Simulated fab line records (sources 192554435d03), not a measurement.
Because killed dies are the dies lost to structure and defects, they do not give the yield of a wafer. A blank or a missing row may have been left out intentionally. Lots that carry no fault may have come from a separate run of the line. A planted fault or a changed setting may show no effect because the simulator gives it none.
Comparing a struck lot with a sound one | flow n5Finfet | 16 steps out of a route of 1938
Sound: wafers L730.1, L730.2, L730.4. Struck: wafers L726.1, L726.6. (L726.5 of the same lot was not struck and is left out.) The cause comes at the end.
At each step with rows: each side's tool, then ch and its chambers, then its first start. Under that, the readings that differ: sound wafers | struck wafers | difference of the means | sigmas: that difference in standard deviations of wafers without a fault.
alike: a reading whose means differ by less than 2 such deviations, as well as words and numbers matching on both sides. not compared: withheld readings; readings where some wafer has no value; bounds like >300 that might hide an equal value; numbers whose values overlap and for which the record gives no deviation.
A row with sigmas, a row that says differs or no value, or rows on one side alone: a step with any of these is where the two part. Numbers that don't overlap but have no deviation are shown without sigmas and don't part them. A reading missing from all wafers of one side parts the sides only when that side holds two or more wafers.

first, 5 steps without rows for these wafers: N5_BEOL_M0_CUTY_EBR_52; N5_BEOL_M0_CUTY_SOFTBAKE_53 (time 60 s); N5_BEOL_M0_CUTY_EXPOSE_54 (exposes mask M0 ABLK); N5_BEOL_M0_CUTY_PEB_55 (peb time 60 s); N5_BEOL_M0_CUTY_DEVELOP_56 (develop time 30 s).
N5_BEOL_M0_CUTY_CD_MEAS_57: target cd 200 nm.
  sound on cdSem-03 ch 0, day 9 09:35; struck on cdSem-02 ch 0, day 8 18:07
  alike: cdNm
N5_BEOL_M0_CUTY_OVL_MEAS_58:
  sound on overlay-01 ch 0, day 9 09:37; struck on overlay-02 ch 0, day 8 18:09
  alike: M0_ABLK_OVL
N5_BEOL_M0_CUTY_INSPECT_59: inspects for defects (macro).
  sound on defectInspect-01 at day 9 09:39; struck on defectInspect-02 at day 8 18:10
  alike: rawDefectCount
N5_BEOL_M0_CUTY_DESCUM_61: chemistry O2, time 7.9 s.
  sound on rieDiel-02 ch 0,2,3, day 9 09:41; struck on rieDiel-06 ch 0, day 8 18:13
reading                      | sound          | struck    | difference | sigmas
showerheadPlenumPTorr (Torr) | 2.23 2.21 2.10 | 2.06 2.06 | -0.12      | -2
  alike: drypumpMotorCurrentA, oesProductAu, rfVppV, throttleValvePct
  not compared: rfHoursCounterH
N5_BEOL_M0_CUTY_ETCH_62: etches SiARC in CF4, time 58.5 s.
  sound on rieDiel-02 ch 0,2,3, day 9 09:43; struck on rieDiel-06 ch 0, day 8 18:14
reading                      | sound          | struck    | difference | sigmas
showerheadPlenumPTorr (Torr) | 2.28 2.26 2.15 | 2.12 2.12 | -0.11      | -2
  alike: biasW, drypumpMotorCurrentA, etchRfOnTimeS, mfcArSccm, oesProductAu, rfVppV, throttleValvePct
  not compared: rfHoursCounterH
N5_BEOL_M0_CUTY_ETCH_63: etches SOC in N2/H2, target depth 82.7 nm, overetch 16.5 nm, time 124 s.
  sound on rieDiel-02 ch 0,2,3, day 9 09:46; struck on rieDiel-06 ch 0, day 8 18:17
reading                      | sound          | struck    | difference | sigmas
showerheadPlenumPTorr (Torr) | 2.71 2.70 2.56 | 2.52 2.52 | -0.14      | -2
  alike: biasW, drypumpMotorCurrentA, oesProductAu, rfVppV, throttleValvePct
  not compared: rfHoursCounterH
then, 1 step without rows for these wafers: N5_BEOL_M0_CUTY_STRIP_64 (strips in N2/H2).
N5_BEOL_M0_ETCH_138: etches SiCN in CH3F/O2, target depth 12 nm, time 31.6 s.
  sound on rieDiel-02 ch 0,2,3, day 9 09:53; struck on rieDiel-06 ch 0, day 8 18:25
reading                      | sound          | struck    | difference | sigmas
etchRfOnTimeS (s)            | 28.3 28.5 29.6 | 45.6 46.6 | +17.3      | +26
oesProductAu (a.u.)          | 0.80 0.75 0.67 | 0.49 0.49 | -0.25      | -3
showerheadPlenumPTorr (Torr) | 2.14 2.11 2.00 | 1.98 1.98 | -0.10      | -2
  alike: biasW, drypumpMotorCurrentA, mfcArSccm, rfVppV, throttleValvePct
  not compared: rfHoursCounterH
N5_BEOL_M0_HM_OPEN_105: chemistry Cl2/BCl3, target TiN, target depth 12 nm.
  sound on rieMetal-01 ch 0,1, day 9 10:02; struck on rieMetal-02 ch 0, day 8 18:31
  alike: biasW, drypumpMotorCurrentA, mfcArSccm, oesProductAu, throttleValvePct
  not compared: rfHoursCounterH
-- here the record skips 2 days between the struck wafers' starts before and after, leaving off in module BEOL_M0 and picking up in module BEOL_M4 (first step shown: number 1111 of the route) --
N5_BEOL_M4_RC_MEAS_101:
  sound on prober-01 ch 0, day 11 14:37; struck on prober-01 ch 0, day 10 20:20
  alike: DIBL_N, DIBL_P, IOFF_N, IOFF_P, ION_N, ION_P, SS_N, SS_P, VT_N, VT_P
N5_PASSIVATION_PROBE_49:
  sound wafers here have rows in the record (prober-02, day 16 00:22); struck ones have none

== WHERE THEY PART ==
Last at N5_PASSIVATION_PROBE_49 as far as this record goes, first at N5_BEOL_M0_CUTY_DESCUM_61.

WHY: the cause the simulator had injected
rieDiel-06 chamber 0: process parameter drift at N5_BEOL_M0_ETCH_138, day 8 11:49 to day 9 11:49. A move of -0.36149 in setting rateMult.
